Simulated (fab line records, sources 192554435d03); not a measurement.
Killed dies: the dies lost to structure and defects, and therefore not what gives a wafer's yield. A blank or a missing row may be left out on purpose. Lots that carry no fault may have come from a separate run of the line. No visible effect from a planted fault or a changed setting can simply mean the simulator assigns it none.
Split-lot study | flow n5Finfet | 39 wafers read across 7 lots, on a route 1938 steps long

THE SPLIT
At N5_DUMMY_GATE_HM_DEP_06 (deposits SiNx from DCS/NH3, target thk 80 nm, time 5141 s), the setting timeS was moved away from the recipe's 5141 s on 30 of the 39 wafers read, by -10.4% to +12.0%. For the rest of the wafers, this setting stayed at what the recipe calls for.

The split's own step is where the reading is taken.

THE READING
SiNx_of_DUMMY_GATE_HM_DEP_06.thkNm (the simulator's own value, which no gauge read), in nm, at N5_DUMMY_GATE_HM_DEP_06 (deposits SiNx from DCS/NH3, target thk 80 nm, time 5141 s). No usual value for it is given in the file. The 9 wafers here that ran the recipe average 80.2 nm, standard deviation 0.42 nm.

wafer  | tool, chamber at the split | timeS as run, s | against the recipe | SiNx_of_DUMMY_GATE_HM_DEP_06.thkNm, nm | against lot-mates on the recipe
L074.1 | -, -                       | 4638            | -9.8%              | 72.8                                   | no lot-mate on the recipe
L074.3 | -, -                       | 4638            | -9.8%              | 72.8                                   | no lot-mate on the recipe
L074.2 | -, -                       | 4638            | -9.8%              | 73.4                                   | no lot-mate on the recipe
L074.4 | -, -                       | 4638            | -9.8%              | 72.4                                   | no lot-mate on the recipe
L074.6 | -, -                       | 4638            | -9.8%              | 72.4                                   | no lot-mate on the recipe
L074.5 | -, -                       | 4638            | -9.8%              | 73.2                                   | no lot-mate on the recipe
L077.1 | -, -                       | 5569            | +8.3%              | 87.6                                   | no lot-mate on the recipe
L077.6 | -, -                       | 5569            | +8.3%              | 87.6                                   | no lot-mate on the recipe
L077.2 | -, -                       | 5569            | +8.3%              | 87.2                                   | no lot-mate on the recipe
L077.3 | -, -                       | 5569            | +8.3%              | 87.4                                   | no lot-mate on the recipe
L077.4 | -, -                       | 5569            | +8.3%              | 87.4                                   | no lot-mate on the recipe
L077.5 | -, -                       | 5569            | +8.3%              | 87.4                                   | no lot-mate on the recipe
L080.1 | -, -                       | 5759            | +12.0%             | 90.4                                   | no lot-mate on the recipe
L080.4 | -, -                       | 5759            | +12.0%             | 90.4                                   | no lot-mate on the recipe
L080.2 | -, -                       | 5759            | +12.0%             | 90.8                                   | no lot-mate on the recipe
L080.3 | -, -                       | 5759            | +12.0%             | 90                                     | no lot-mate on the recipe
L080.5 | -, -                       | 5759            | +12.0%             | 90.2                                   | no lot-mate on the recipe
L080.6 | -, -                       | 5759            | +12.0%             | 90.2                                   | no lot-mate on the recipe
L082.1 | -, -                       | 4604            | -10.4%             | 71                                     | no lot-mate on the recipe
L082.3 | -, -                       | 4604            | -10.4%             | 71                                     | no lot-mate on the recipe
L082.4 | -, -                       | 4604            | -10.4%             | 71                                     | no lot-mate on the recipe
L082.2 | -, -                       | 4604            | -10.4%             | 71.2                                   | no lot-mate on the recipe
L082.5 | -, -                       | 4604            | -10.4%             | 70.4                                   | no lot-mate on the recipe
L082.6 | -, -                       | 4604            | -10.4%             | 71.4                                   | no lot-mate on the recipe
L089.1 | -, -                       | 5416            | +5.3%              | 84.8                                   | no lot-mate on the recipe
L089.2 | -, -                       | 5416            | +5.3%              | 84.6                                   | no lot-mate on the recipe
L089.3 | -, -                       | 5416            | +5.3%              | 85                                     | no lot-mate on the recipe
L089.4 | -, -                       | 5416            | +5.3%              | 85.2                                   | no lot-mate on the recipe
L089.6 | -, -                       | 5416            | +5.3%              | 85.2                                   | no lot-mate on the recipe
L089.5 | -, -                       | 5416            | +5.3%              | 85.4                                   | no lot-mate on the recipe
L090.4 | lpcvd-01, 0/54             | 5141            | recipe             | 81                                     | -
L090.5 | lpcvd-01, 0/59             | 5141            | recipe             | 80.8                                   | -
L090.6 | lpcvd-01, 0/64             | 5141            | recipe             | 80.4                                   | -
L094.1 | -, -                       | 5141            | recipe             | 80                                     | -
L094.4 | -, -                       | 5141            | recipe             | 80                                     | -
L094.2 | -, -                       | 5141            | recipe             | 80.2                                   | -
L094.3 | -, -                       | 5141            | recipe             | 79.8                                   | -
L094.5 | -, -                       | 5141            | recipe             | 79.8                                   | -
L094.6 | -, -                       | 5141            | recipe             | 79.8                                   | -

FIT RESULTS
A straight line over all 39 wafers: SiNx_of_DUMMY_GATE_HM_DEP_06.thkNm changes by +0.839 nm for each +1% of timeS; r = +1.00; the points scatter about the line by 0.5 nm.
Too few moved wafers have a lot-mate on the recipe to fit a line with each lot's own level taken away.

FILE'S OWN FIT
SiNx_of_DUMMY_GATE_HM_DEP_06.thkNm changes by +0.839 nm for each +1% of timeS, r = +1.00.
